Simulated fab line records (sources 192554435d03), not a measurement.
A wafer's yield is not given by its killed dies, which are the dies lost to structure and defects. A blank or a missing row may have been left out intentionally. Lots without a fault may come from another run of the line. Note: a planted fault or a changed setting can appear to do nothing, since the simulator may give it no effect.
fab line records    flow n5_finfet
[record] lots = 9  wafers = 27  last_day = 16
route steps=1938 shown HKMG_FIN@433 BEOL_M4@1111 PASSIVATION@1936
lots that met no fault: taken from a fault-free run of the same line
start_h: the number of hours between the record's first day and the start of the first shown wafer of the lot    wait_h: hours from the lot's prior step to this one    " same as the row above    L1.1+2: several wafers, shown together as one row    - no value present, or no start provided    * or withheld: withheld    < > ~ a bound
route shown NAME@n: a module of which the file shows steps, and the number in the route of the first    usual: the fault-free wafers' mean and standard deviation    same: alike in all rows    chamber/n: place in a boat    sites: readings site by site    _std_site: how widely they spread, as a standard deviation    _edge_site: the outer-site mean with the inner-site mean subtracted    radius_mm: for every site, how far away it sits from the centre of the wafer    mask NAME#n: copy n    behind: the last tool/chamber to shape the wafer    hold: cause of the lot's hold/its duration in hours/its outcome    device: transistor that didn't switch, given as n, p or np    end of line: the same wafers' tests at the end of the route    where a step has no rows: the recipe by itself    killed: dies that structure and defects cost at the first sort, which is not the same as the wafer's yield    map: a wafer's dies, marking killed ones x, the rest . and places with no die _
set.NAME: the setting that was run; set.NAME@STEP: the one run at that earlier step    model.NAME: the simulator's own value behind a step, which no gauge read
steps of the route over a sample of lots; a table a step, a row a wafer
services: the hour from which a tool's chamber was out of use, counted from the record's first day as start_h (under 0 if before that day), plus the number of hours and why
[[steps]]
[step N5_HKMG_FIN_DESCUM_17]
[recipe] chemistry = O2  time_s = 7.9  source_power_w = 50  bias_power_w = 20  pressure_mtorr = 20  rf_frequency_hz = 2.712e+07  temp_c = 40  resist = CAR-ArF  o2_flow_sccm = 225
[usual] drypump_motor_current_A = 5.8/0.35  oes_product_au = 0.78/0.095  rf_vpp_V = 242.6/1.3  showerhead_plenum_p_Torr = 2.05/0.053  throttle_valve_pct = 20.50/0.25
lot.wafer  tool         chamber  start_h  wait_h  drypump_motor_current_A  oes_product_au  rf_hours_counter_h  rf_vpp_V  showerhead_plenum_p_Torr  throttle_valve_pct
L106.1     rie_diel-06  2        76.19    0.0     5.9                      0.69            233                 241.8     2.07                      20.36
L106.2     "            0        "        "       5.8                      0.67            241                 243.8     2.06                      20.71
L106.6     "            1        "        "       6.0                      0.78            -                   242.2     2.10                      20.58
L107.1     rie_diel-06  3        83.68    0.0     6.2                      0.79            133                 242.6     2.02                      20.48
L107.4     "            0        "        "       5.8                      0.68            243                 241.5     2.06                      20.71
L107.5     "            3        "        "       6.2                      0.78            -                   241.9     2.02                      20.46
L110.3     rie_diel-05  0        98.09    0.1     5.6                      0.90            33                  242.4     2.04                      20.19
L110.5     "            3        "        "       5.8                      0.74            -                   243.0     2.07                      20.35
L110.6     "            2        "        "       6.2                      0.70            -                   246.5     2.14                      20.70
L116.2     rie_diel-05  0        133.09   0.0     5.6                      0.88            46                  241.3     2.03                      20.22
L116.3     "            1        "        "       5.1                      1.01            2                   242.4     2.05                      20.10
L116.6     "            0        "        "       5.6                      0.88            -                   241.1     2.03                      20.21
L115.2     rie_diel-06  3        134.16   0.0     6.1                      0.76            152                 241.5     2.01                      20.50
L115.5     "            0        "        "       5.8                      1.01            -                   242.3     2.06                      20.29
L115.6     "            1        "        "       6.0                      0.76            -                   243.5     2.09                      20.62
L122.3     rie_diel-05  1        170.12   0.1     5.1                      0.94            17                  240.7     2.04                      20.11
L122.5     "            0        "        "       5.7                      0.85            -                   240.4     2.03                      20.23
L122.6     "            1        "        "       5.1                      0.95            -                   243.2     2.04                      20.10
L124.2     rie_diel-02  1        182.68   0.0     5.0                      0.72            187                 240.5     1.99                      20.36
L124.3     "            3        "        "       6.1                      0.72            197                 240.5     1.98                      20.90
L124.5     "            3        "        "       6.1                      0.72            -                   241.0     1.98                      20.91
L125.1     rie_diel-02  2        192.93   0.0     6.1                      0.74            187                 244.8     2.17                      20.91
L125.3     "            0        "        "       5.9                      0.71            218                 242.0     1.99                      20.67
L125.6     "            3        "        "       6.1                      0.71            -                   241.8     1.98                      20.91
L126.2     rie_diel-02  2        200.87   0.1     6.2                      0.74            191                 244.4     2.17                      20.92
L126.3     "            3        "        "       6.1                      0.71            204                 241.4     1.98                      20.91
L126.5     "            3        "        "       6.1                      0.71            -                   240.3     1.98                      20.92
[step N5_HKMG_FIN_ETCH_86]
[recipe] chemistry = N2/H2  target = SOC  target_depth_a = 3932  stop_on = TiN  ion_energy_ev = 100  bias_w = 61  pressure_mtorr = 30  source_w = 850  n2_flow_sccm = 200  h2_flow_sccm = 200
[usual] drypump_motor_current_A = 5.9/0.32  oes_product_au = 0.78/0.097  rf_fwd_power_W = 844/3.5  rf_vpp_V = 240.1/1.2  showerhead_plenum_p_Torr = 2.51/0.061  throttle_valve_pct = 17.89/0.28
lot.wafer  tool         chamber  start_h  wait_h  drypump_motor_current_A  oes_product_au  rf_fwd_power_W  rf_hours_counter_h  rf_vpp_V  showerhead_plenum_p_Torr  throttle_valve_pct
L106.1     rie_diel-05  1        77.51    -       5.1                      0.68            848             238                 240.0     2.52                      18.03
L106.2     "            2        "        "       6.2                      0.70            839             221                 241.4     2.61                      18.10
L106.6     "            0        "        "       5.7                      0.90            843             -                   240.2     2.49                      17.60
L107.1     rie_diel-05  1        85.00    -       5.1                      0.68            840             240                 240.8     2.52                      18.04
L107.4     "            2        "        "       6.2                      0.69            840             223                 241.5     2.61                      18.10
L107.5     "            2        "        "       6.3                      0.69            844             -                   240.2     2.61                      18.11
L110.3     rie_diel-06  2        99.41    -       5.9                      0.69            838             240                 240.1     2.50                      17.65
L110.5     "            0        "        "       5.8                      0.67            843             -                   240.7     2.50                      18.10
L110.6     "            1        "        "       6.0                      0.76            839             -                   239.6     2.56                      18.14
L116.2     rie_diel-02  3        134.41   -       6.1                      0.72            839             182                 238.0     2.43                      18.30
L116.3     "            1        "        "       5.0                      0.73            845             169                 239.7     2.44                      17.80
L116.6     "            1        "        "       5.1                      0.73            843             -                   240.7     2.43                      17.79
L115.2     rie_diel-06  0        135.48   -       5.8                      0.98            845             2                   239.4     2.50                      17.64
L115.5     "            1        "        "       6.0                      0.75            838             -                   241.0     2.55                      18.16
L115.6     "            0        "        "       5.8                      0.98            845             -                   241.4     2.50                      17.62
L122.3     rie_diel-05  3        171.46   -       5.7                      0.71            846             218                 240.6     2.50                      17.87
L122.5     "            3        "        "       5.7                      0.71            844             -                   239.9     2.50                      17.87
L122.6     "            2        "        "       6.2                      0.97            845             -                   241.3     2.60                      17.72
L124.2     rie_diel-06  2        184.00   -       5.9                      0.94            1054            14                  222.7     2.48                      17.26
L124.3     "            1        "        "       6.0                      0.73            838             171                 239.8     2.54                      18.19
L124.5     "            0        "        "       5.8                      0.92            842             -                   239.0     2.49                      17.65
L125.1     rie_diel-02  2        194.46   -       6.2                      0.74            842             188                 241.4     2.63                      18.24
L125.3     "            0        "        "       5.9                      0.70            842             219                 238.4     2.40                      18.05
L125.6     "            3        "        "       6.1                      0.71            845             -                   238.8     2.42                      18.35
L126.2     rie_diel-06  2        202.24   -       5.9                      0.93            1050            21                  223.4     2.48                      17.27
L126.3     "            1        "        "       6.0                      0.73            839             178                 240.7     2.54                      18.20
L126.5     "            3        "        "       6.2                      0.75            845             -                   239.1     2.44                      17.91
[step N5_HKMG_FIN_STRIP_90]
[recipe] chemistry = N2/H2  material = SOC  time_s = 20  power_w = 500  temp_c = 40  pressure_mtorr = 50  rf_frequency_hz = 6e+07  bias_power_w = 8  h2_frac = 0.5  n2_flow_sccm = 300  h2_flow_sccm = 300
[usual] drypump_motor_current_A = 5.9/0.32  oes_product_au = 0.79/0.099  rf_vpp_V = 54.0/0.82  showerhead_plenum_p_Torr = 3.31/0.073  throttle_valve_pct = 19.1/0.4
lot.wafer  tool         chamber  start_h  wait_h  drypump_motor_current_A  oes_product_au  rf_hours_counter_h  rf_vpp_V  showerhead_plenum_p_Torr  throttle_valve_pct
L106.1     rie_diel-06  3        78.72    0.0     6.2                      0.78            132                 54.4      3.24                      18.9
L106.2     "            2        "        "       5.9                      0.70            234                 54.0      3.30                      18.7
L106.6     "            3        "        "       6.2                      0.79            -                   54.8      3.24                      18.9
L107.1     rie_diel-06  3        86.13    0.0     6.2                      0.78            135                 52.6      3.24                      18.9
L107.4     "            2        "        "       5.9                      0.70            236                 54.7      3.30                      18.7
L107.5     "            0        "        "       5.8                      0.67            -                   54.8      3.31                      19.2
L110.3     rie_diel-06  0        100.72   0.0     5.8                      0.67            250                 53.7      3.30                      19.2
L110.5     "            1        "        "       6.0                      0.76            -                   53.8      3.38                      19.7
L110.6     "            0        "        "       5.8                      0.67            -                   54.1      3.30                      19.2
L116.2     rie_diel-05  1        135.54   0.0     5.1                      0.98            3                   52.9      3.32                      19.0
L116.3     "            2        "        "       6.3                      0.68            243                 53.6      3.44                      19.2
L116.6     "            1        "        "       5.1                      1.00            -                   55.0      3.32                      19.0
L115.2     rie_diel-06  3        136.68   0.0     6.2                      0.76            154                 53.4      3.23                      18.9
L115.5     "            3        "        "       6.1                      0.76            -                   54.4      3.23                      19.0
L115.6     "            1        "        "       6.0                      0.75            -                   54.7      3.37                      19.8
L122.3     rie_diel-06  1        172.63   0.0     6.0                      0.74            168                 54.1      3.36                      19.8
L122.5     "            2        "        "       5.9                      0.96            -                   54.9      3.29                      18.3
L122.6     "            1        "        "       6.0                      0.73            -                   55.2      3.36                      19.8
L124.2     rie_diel-06  1        185.13   0.0     6.0                      0.73            172                 55.1      3.36                      19.8
L124.3     "            2        "        "       5.9                      0.97            15                  54.6      3.28                      18.3
L124.5     "            1        "        "       6.0                      0.74            -                   55.5      3.36                      19.8
L125.1     rie_diel-06  0        195.60   0.0     5.8                      0.91            28                  54.2      3.29                      18.8
L125.3     "            1        "        "       6.0                      0.73            176                 54.8      3.36                      19.8
L125.6     "            0        "        "       5.8                      0.92            -                   54.5      3.29                      18.8
L126.2     rie_diel-05  1        203.38   0.0     5.1                      0.92            30                  55.5      3.30                      19.1
L126.3     "            2        "        "       6.2                      0.93            13                  54.1      3.43                      18.9
L126.5     "            2        "        "       6.2                      0.93            -                   54.1      3.43                      18.9
[step N5_HKMG_FIN_STRIP_69]
[recipe] chemistry = N2/H2  power_w = 2500  temp_c = 300  h2_frac = 0.65  time_s = 360  pressure_mtorr = withheld  n2_flow_sccm = 1750  h2_flow_sccm = 3250
[usual] drypump_motor_current_A = 5.6/0.41  heater_power_w = 462/50
lot.wafer  tool             chamber  start_h  wait_h  drypump_motor_current_A  heater_power_w  rf_hours_counter_h
L106.1     plasma_asher-02  1        79.02    0.1     6.2                      454             83
L106.2     "                0        "        "       5.7                      415             83
L106.6     "                0        "        "       5.7                      419             -
L107.1     plasma_asher-01  1        86.52    0.1     5.1                      559             45
L107.4     "                0        "        "       5.6                      426             -
L107.5     "                0        "        "       5.6                      452             -
L110.3     plasma_asher-02  0        101.14   0.2     5.7                      425             -
L110.5     "                0        "        "       5.7                      412             -
L110.6     "                1        "        "       6.3                      445             -
L116.2     plasma_asher-01  0        135.84   0.1     5.6                      449             58
L116.3     "                1        "        "       5.1                      542             -
L116.6     "                0        "        "       5.6                      442             -
L115.2     plasma_asher-02  0        136.97   0.1     5.7                      420             91
L115.5     "                0        "        "       5.7                      419             -
L115.6     "                1        "        "       6.2                      449             -
L122.3     plasma_asher-02  0        173.05   0.2     5.7                      412             -
L122.5     "                1        "        "       6.2                      448             -
L122.6     "                0        "        "       5.7                      414             -
L124.2     plasma_asher-02  1        185.43   0.1     6.2                      448             100
L124.3     "                0        "        "       5.7                      412             -
L124.5     "                0        "        "       5.7                      424             -
L125.1     plasma_asher-01  0        195.91   0.1     5.6                      441             70
L125.3     "                0        "        "       5.6                      453             -
L125.6     "                0        "        "       5.6                      445             -
L126.2     plasma_asher-02  0        203.68   0.1     5.6                      413             103
L126.3     "                1        "        "       6.2                      450             -
L126.5     "                0        "        "       5.6                      415             -
[step N5_BEOL_M4_RC_MEAS_101]
[usual] DIBL_N = 36.4/1.3  DIBL_P = 36.5/1.7  IOFF_N = 0.154/0.022  IOFF_P = 0.202/0.025  ION_N = 671/9.8  ION_P = 460/6.8  SS_N = 71.6/0.54  SS_P = 73.4/0.58  VT_N = 250.9/2.8  VT_P = -251.4/2.7
lot.wafer  tool       chamber  start_h  wait_h  DIBL_N[mV/V]  DIBL_P[mV/V]  IOFF_N[nA/um]  IOFF_P[nA/um]  ION_N[uA/um]  ION_P[uA/um]  SS_N[mV/dec]  SS_P[mV/dec]  VT_N[mV]  VT_P[mV]
L106.1     prober-01  0        167.88   0.0     39.0          37.2          0.176          0.213          686           469           73.3          74.2          247.0     -251.2
L106.2     "          0        "        "       39.4          37.7          0.183          0.222          683           461           72.5          74.1          247.6     -249.5
L106.6     "          0        "        "       40.5          39.9          0.224          0.259          697           477           72.8          74.2          244.5     -250.8
L107.1     prober-02  0        172.44   0.0     37.2          35.9          0.159          0.181          682           449           73.0          73.1          252.0     -252.2
L107.4     "          0        "        "       34.8          33.7          0.124          0.161          668           458           71.3          73.1          255.4     -252.7
L107.5     "          0        "        "       37.4          36.4          0.168          0.194          674           452           72.1          72.9          250.2     -252.2
L110.3     prober-02  0        178.10   0.3     36.4          36.5          0.135          0.171          662           448           70.7          72.7          251.5     -255.8
L110.5     "          0        "        "       38.7          38.8          0.172          0.203          678           453           71.6          74.2          247.7     -253.6
L110.6     "          0        "        "       38.6          38.8          0.176          0.202          676           450           71.8          73.7          247.2     -253.1
L116.2     prober-01  0        220.87   0.2     37.0          36.6          0.162          0.231          680           472           71.5          73.0          248.9     -249.5
L116.3     "          0        "        "       36.2          35.5          0.148          0.208          674           463           71.1          72.7          249.8     -251.7
L116.6     "          0        "        "       35.5          34.2          0.134          0.188          671           462           71.2          71.7          249.6     -250.8
L115.2     prober-01  0        224.39   0.2     36.8          37.6          0.163          0.205          674           460           71.6          73.1          249.0     -249.7
L115.5     "          0        "        "       34.7          35.0          0.129          0.174          655           453           71.5          73.2          253.7     -253.0
L115.6     "          0        "        "       35.9          36.6          0.149          0.195          672           467           71.7          73.2          250.0     -250.1
L122.3     prober-01  0        265.63   0.3     33.6          33.9          0.125          0.181          662           457           70.7          72.4          255.2     -250.4
L122.5     "          0        "        "       34.6          35.4          0.136          0.197          671           463           71.0          73.3          252.1     -249.0
L122.6     "          0        "        "       35.3          36.2          0.144          0.205          667           457           71.8          73.4          253.1     -250.7
L124.3     prober-02  0        270.75   0.3     37.6          37.1          0.163          0.225          672           461           72.0          73.5          252.3     -251.1
L124.5     "          0        "        "       37.0          36.4          0.157          0.221          671           463           71.7          73.4          250.5     -250.3
L125.1     prober-01  0        282.60   0.0     35.8          35.5          0.135          0.225          662           466           70.9          73.0          253.4     -250.0
L125.3     "          0        "        "       38.0          37.1          0.161          0.260          656           461           72.7          73.9          249.9     -247.8
L125.6     "          0        "        "       36.2          35.9          0.139          0.243          655           458           71.7          73.3          252.5     -245.9
L126.3     prober-01  0        296.02   0.3     37.6          37.3          0.188          0.241          676           463           71.9          74.4          244.2     -245.9
L126.5     "          0        "        "       37.2          37.7          0.193          0.248          687           469           71.4          73.6          246.1     -245.7
[step N5_PASSIVATION_PROBE_49]
[usual] defect_limited_yield = 91.1/1.3  killed_at_M0_to_M3 = 34/10  killed_at_M4_up = 14/5.7  killed_at_contacts = 12/5.9  killed_at_front_end = 41/12  killed_at_other = 4/3.1  killed_dies = 105/15  killed_on_rim = 14/4.2  killed_open = 69/11  killed_short = 35/7.8  sort_bin_5_function = 5.3/0.81  sort_bin_6_memory = 3.3/0.75  sort_bin_8_speed = 0.00/0.007  sort_n_pass = 1075/15  sort_yield_pct = 91.1/1.3
[same] gross_dies = 1180  killed_at_back_side = 0  sort_bin_4_leakage[%] = 0
lot.wafer  tool       chamber  start_h  wait_h  defect_limited_yield[%]  killed_at_M0_to_M3  killed_at_M4_up  killed_at_contacts  killed_at_front_end  killed_at_other  killed_dies  killed_on_rim  killed_open  killed_short  sort_bin_5_function[%]  sort_bin_6_memory[%]  sort_bin_8_speed[%]  sort_n_pass  sort_yield_pct[%]
L107.1     prober-01  -        272.48   0.0     90.5                     41                  18               20                  32                   1                112          12             72           39            5.3                     4.0                   0                    1068         90.5
L107.4     prober-01  -        272.63   0.2     90.4                     35                  22               11                  45                   0                113          14             65           47            5.7                     3.2                   0                    1067         90.4
L107.5     prober-01  -        272.68   0.2     91.8                     37                  17               10                  33                   0                97           10             61           35            4.7                     3.4                   0                    1083         91.8
L115.2     prober-01  -        324.55   0.1     92.1                     20                  20               13                  37                   3                93           14             75           17            4.0                     3.7                   0                    1087         92.1
L115.5     prober-01  -        324.70   0.2     91.4                     39                  10               8                   39                   5                101          9              65           30            5.4                     2.9                   0                    1079         91.4
L115.6     prober-01  -        324.75   0.3     89.2                     48                  14               13                  47                   5                127          24             79           44            5.0                     5.6                   0                    1053         89.2
L116.2     prober-02  -        336.19   0.1     92.7                     24                  9                5                   37                   11               86           13             58           28            4.8                     2.3                   0                    1094         92.7
L116.3     prober-02  -        336.24   0.1     92.0                     19                  2                16                  55                   2                94           13             61           32            3.8                     4.0                   0                    1086         92.0
L116.6     prober-02  -        336.39   0.3     90.9                     19                  5                17                  61                   5                107          10             63           43            4.8                     3.8                   0                    1073         90.9
L122.3     prober-02  -        363.68   0.1     92.4                     25                  9                8                   41                   7                90           11             67           22            4.5                     3.0                   0                    1090         92.4
L122.5     prober-02  -        363.78   0.2     91.5                     34                  9                16                  39                   2                100          16             77           22            4.7                     3.6                   0                    1080         91.5
L122.6     prober-02  -        363.83   0.3     89.7                     32                  13               11                  61                   4                121          22             77           39            6.4                     3.2                   0                    1059         89.7
L124.2     prober-01  -        374.51   0.1     0                        51                  12               3                   1112                 2                1180         152            77           63            6.9                     4.7                   0                    0            0
L124.3     prober-01  -        374.56   0.1     90.8                     50                  8                3                   42                   6                109          9              67           40            5.8                     3.0                   0                    1071         90.8
L124.5     prober-01  -        374.66   0.2     89.4                     54                  12               5                   52                   2                125          16             78           46            6.6                     3.3                   0                    1055         89.4
L126.2     prober-02  -        392.64   0.1     0                        35                  6                11                  1125                 3                1180         152            63           32            5.2                     2.7                   0                    0            0
L126.3     prober-02  -        392.69   0.1     92.0                     39                  13               17                  23                   2                94           9              53           40            4.5                     3.2                   0                    1086         92.0
L126.5     prober-02  -        392.79   0.2     91.9                     39                  8                14                  34                   1                96           15             58           37            4.7                     2.8                   0                    1084         91.9
// killed by level:class
L107.1 MOL_CONTACT_COAG:geometric_particle:open=17 BEOL_M0_SAQP:geometric_particle:open=12 BEOL_M0_SAQP:geometric_particle:short=12 BEOL_M4:geometric_particle:open=9 BEOL_M1:geometric_particle:open=6 FIN_SAQP:geometric_particle:open=5 STI_FIN_REVEAL:geometric_particle:open=5 FIN_SAQP:geometric_particle:short=4
L107.4 BEOL_M0_SAQP:geometric_particle:short=15 FIN_SAQP:geometric_particle:open=11 BEOL_M4:geometric_particle:open=10 FIN_SAQP:geometric_particle:short=8 MOL_CONTACT_COAG:geometric_particle:open=8 STI_FIN_REVEAL:geometric_particle:open=6 BEOL_M0_SAQP:geometric_particle:open=6 BEOL_M1:geometric_particle:open=5
L107.5 BEOL_M0_SAQP:geometric_particle:short=14 BEOL_M4:geometric_particle:open=13 BEOL_M0_SAQP:geometric_particle:open=11 FIN_SAQP:geometric_particle:open=6 FIN_SAQP:geometric_particle:short=6 STI_FIN_REVEAL:geometric_particle:open=6 MOL_CONTACT_COAG:geometric_particle:open=6 GATE_CUT:geometric_particle:short=5
L115.2 STI_FIN_REVEAL:geometric_particle:open=14 MOL_CONTACT_COAG:geometric_particle:open=11 BEOL_M4:geometric_particle:open=9 BEOL_M3:geometric_particle:open=8 FIN_SAQP:geometric_particle:open=6 BEOL_M0_SAQP:geometric_particle:open=4 DUMMY_GATE:geometric_particle:open=3 ILD0:geometric_particle:open=3
L115.5 BEOL_M0_SAQP:geometric_particle:short=10 BEOL_M0_SAQP:geometric_particle:open=9 BEOL_M2:geometric_particle:open=8 MOL_CONTACT_COAG:geometric_particle:open=7 DUMMY_GATE:geometric_particle:open=7 FIN_SAQP:geometric_particle:open=6 STI_FIN_REVEAL:geometric_particle:open=6 BEOL_M1:geometric_particle:short=4
L115.6 BEOL_M0_SAQP:geometric_particle:open=17 FIN_SAQP:geometric_particle:open=14 BEOL_M0_SAQP:geometric_particle:short=14 MOL_CONTACT_COAG:geometric_particle:open=12 FIN_SAQP:geometric_particle:short=10 STI_FIN_REVEAL:geometric_particle:open=7 BEOL_M3:geometric_particle:open=5 BEOL_M2:geometric_particle:open=5
L116.2 FIN_SAQP:geometric_particle:short=8 FIN_SAQP:geometric_particle:open=7 BEOL_M2:geometric_particle:open=7 BEOL_M1:geometric_particle:open=6 DUMMY_GATE:geometric_particle:open=5 MIM_BOT:geometric_particle:open=5 STI_FIN_REVEAL:geometric_particle:open=4 MOL_CONTACT_COAG:geometric_particle:open=4
L116.3 FIN_SAQP:geometric_particle:short=19 FIN_SAQP:geometric_particle:open=15 MOL_CONTACT_COAG:geometric_particle:open=11 DUMMY_GATE:geometric_particle:open=7 BEOL_M2:geometric_particle:open=7 STI_FIN_REVEAL:geometric_particle:open=6 MOL_CONTACT_COAG:geometric_particle:short=5 BEOL_M3:geometric_particle:open=5
L116.6 FIN_SAQP:geometric_particle:short=16 FIN_SAQP:geometric_particle:open=13 MOL_CONTACT_COAG:geometric_particle:open=11 BEOL_M3:geometric_particle:open=9 MOL_CONTACT_COAG:geometric_particle:short=6 DUMMY_GATE:geometric_particle:open=5 GATE_CUT:geometric_particle:open=5 STARTING-WAFER:geometric_particle:short=5
L122.3 STI_FIN_REVEAL:geometric_particle:open=11 BEOL_M3:geometric_particle:open=10 MOL_CONTACT_COAG:geometric_particle:open=6 FIN_SAQP:geometric_particle:open=5 ILD0:geometric_particle:open=5 BEOL_M1:geometric_particle:open=4 STI_FIN_REVEAL:geometric_particle:short=3 BEOL_M4:geometric_particle:open=3
L122.5 STI_FIN_REVEAL:geometric_particle:open=13 MOL_CONTACT_COAG:geometric_particle:open=13 BEOL_M3:geometric_particle:open=13 FIN_SAQP:geometric_particle:open=9 BEOL_M1:geometric_particle:open=6 BEOL_M0_SAQP:geometric_particle:open=5 FIN_SAQP:geometric_particle:short=4 ILD0:geometric_particle:short=4
L122.6 STI_FIN_REVEAL:geometric_particle:open=18 BEOL_M1:geometric_particle:open=12 STI_FIN_REVEAL:geometric_particle:short=10 MOL_CONTACT_COAG:geometric_particle:open=8 BEOL_M3:geometric_particle:open=8 ILD0:geometric_particle:short=6 FIN_SAQP:geometric_particle:short=5 FIN_SAQP:geometric_particle:open=5
L124.2 HKMG_FIN:area_etch=1038 FIN_SAQP:geometric_particle:short=30 FIN_SAQP:geometric_particle:open=19 BEOL_M0_SAQP:geometric_particle:short=14 BEOL_M0_SAQP:geometric_particle:open=10 STI_FIN_REVEAL:geometric_particle:open=8 BEOL_M3:geometric_particle:open=8 BEOL_M1:geometric_particle:open=7
L124.3 BEOL_M3:geometric_particle:open=15 BEOL_M0_SAQP:geometric_particle:short=13 FIN_SAQP:geometric_particle:open=9 FIN_SAQP:geometric_particle:short=8 BEOL_M0_SAQP:geometric_particle:open=7 STI_FIN_REVEAL:geometric_particle:open=6 GATE_CUT:geometric_particle:short=6 BEOL_M2:geometric_particle:open=5
L124.5 FIN_SAQP:geometric_particle:short=16 BEOL_M0_SAQP:geometric_particle:open=15 FIN_SAQP:geometric_particle:open=14 BEOL_M3:geometric_particle:open=14 BEOL_M0_SAQP:geometric_particle:short=9 BEOL_M1:geometric_particle:open=6 BEOL_M2:geometric_particle:open=6 STI_FIN_REVEAL:geometric_particle:open=5
L126.2 HKMG_FIN:area_etch=1085 STI_FIN_REVEAL:geometric_particle:open=10 BEOL_M3:geometric_particle:open=10 BEOL_M0_SAQP:geometric_particle:open=9 MOL_CONTACT_COAG:geometric_particle:open=7 BEOL_M0_SAQP:geometric_particle:short=7 FIN_SAQP:geometric_particle:open=4 STI_FIN_REVEAL:geometric_particle:short=4
L126.3 BEOL_M0_SAQP:geometric_particle:short=15 MOL_CONTACT_COAG:geometric_particle:open=12 MOL_CONTACT_COAG:geometric_particle:short=5 BEOL_M0_SAQP:geometric_particle:open=5 BEOL_M3:geometric_particle:open=5 FIN_SAQP:geometric_particle:open=4 STI_FIN_REVEAL:geometric_particle:open=4 BEOL_M2:geometric_particle:short=4
L126.5 BEOL_M0_SAQP:geometric_particle:short=13 MOL_CONTACT_COAG:geometric_particle:open=11 BEOL_M0_SAQP:geometric_particle:open=9 DUMMY_GATE:geometric_particle:open=7 STI_FIN_REVEAL:geometric_particle:open=6 FIN_SAQP:geometric_particle:open=5 BEOL_M3:geometric_particle:open=5 STI_FIN_REVEAL:geometric_particle:short=4
[[services]]
tool             chamber  start_h  hours  kind
rie_diel-05      0        67.15    3.7    repair
rie_diel-02      2        90.82    4.3    repair
rie_diel-06      0        102.20   -      clean
rie_diel-06      0        102.20   -      consumable_replace:focus_ring
rie_diel-06      0        102.20   26.8   scheduled_down
rie_diel-06      0        102.20   26.8   vent_cycle
rie_diel-05      1        112.02   -      clean
rie_diel-05      1        112.02   -      consumable_replace:focus_ring
rie_diel-05      1        112.02   15.9   scheduled_down
rie_diel-05      1        112.02   15.9   vent_cycle
plasma_asher-02  -        112.53   15.6   pm
rie_diel-05      3        117.14   1.4    repair
rie_diel-06      2        129.03   -      clean
rie_diel-06      2        129.03   -      consumable_replace:focus_ring
rie_diel-06      2        129.03   18.5   scheduled_down
rie_diel-06      2        129.03   18.5   vent_cycle
rie_diel-05      2        154.21   -      clean
rie_diel-05      2        154.21   -      consumable_replace:focus_ring
rie_diel-05      2        154.21   16.2   scheduled_down
rie_diel-05      2        154.21   16.2   vent_cycle
rie_diel-05      0        158.30   8.1    repair
rie_diel-02      2        180.54   3.9    repair
rie_diel-05      3        185.11   4.9    repair
[[key]]
[first_sign] step = N5_HKMG_FIN_ETCH_86  reading = rf_fwd_power_W  direction = up  sigmas = 60  usual = *  struck = *
[effect] step = N5_HKMG_FIN_ETCH_86  reading = rf_vpp_V  direction = down  sigmas = 14  usual = 240.1  struck = 223.0
[effect] step = N5_PASSIVATION_PROBE_49  reading = killed_at_front_end  direction = up  sigmas = 88  usual = 41  struck = 1118
[more_kills_born_at] N5_HKMG_FIN_ETCH_86@rie_diel-06 = 2121
met_at N5_HKMG_FIN_ETCH_86
struck_lots L124,L126
struck_wafers L124.2,L126.2
later_rows_left_out L124.2,L126.2
not_acting_at N5_HKMG_FIN_DESCUM_17,N5_HKMG_FIN_STRIP_90,N5_HKMG_FIN_STRIP_69
onset_between 99.41 184.00
[fault] kind = process_parameter_drift  tool = rie_diel-06  chamber = 2  onset_h = 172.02  steps = N5_HKMG_FIN_ETCH_86  channel = source_w  offset = 204  shape = step  end_h = 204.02  acts_in = these_recipes_only  stated = 850
// later_rows_left_out: the simulator's readings of these wafers behind a module that went badly wrong aren't trusted and aren't shown, but for the sort
